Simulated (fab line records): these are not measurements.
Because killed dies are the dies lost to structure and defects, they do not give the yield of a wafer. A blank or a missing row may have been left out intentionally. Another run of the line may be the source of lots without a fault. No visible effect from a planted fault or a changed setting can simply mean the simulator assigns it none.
Matching of chambers -- flow n5-finfet -- N5_PASSIVATION_VIA_ETCH_13 on rie-diel-03 has 4 sister chambers
The step etches SiO2 in CHF3/O2, target depth 660 nm, time 330 s. 4 wafers are shown with their chamber, then 8 later ones without.

WAFERS WITH THEIR CHAMBER
wafer,chamber,drypump-motor-current-A (A)
L090.1,3,6.6
L090.3,2,5.3
L090.4,0,5.5
L091.2,1,5.9

WAFERS WHOSE CHAMBER IS MISSING
wafer,drypump-motor-current-A (A)
L091.3,5.6
L091.6,5.6
L093.1,6.6
L093.3,5.5
L093.5,5.9
L095.2,6.6
L095.4,6.6
L095.6,5.9

WHICH CHAMBER EACH ONE RAN IN
wafer,from the rows above,in truth
L091.3,0,0
L091.6,0,0
L093.1,3,3
L093.3,0,0
L093.5,1,1
L095.2,3,3
L095.4,3,3
L095.6,1,1
Placed correctly: 8 of 8. Number that these rows cannot place: 0. Placed wrongly: 0.
How it was worked out, from the rows above alone: a wafer's distance from a chamber is the root of the sum, over the readings, of the square of ((its reading less the chamber's mean) divided by the reading's scatter). The wafer belongs to the nearest chamber; if the next one is less than 2 further off, it can't be placed. A chamber's mean is the mean of its shown wafers. The scatter: with one shown wafer a chamber, the root of the mean of the squares of how far each hidden wafer lies from its nearest shown one.
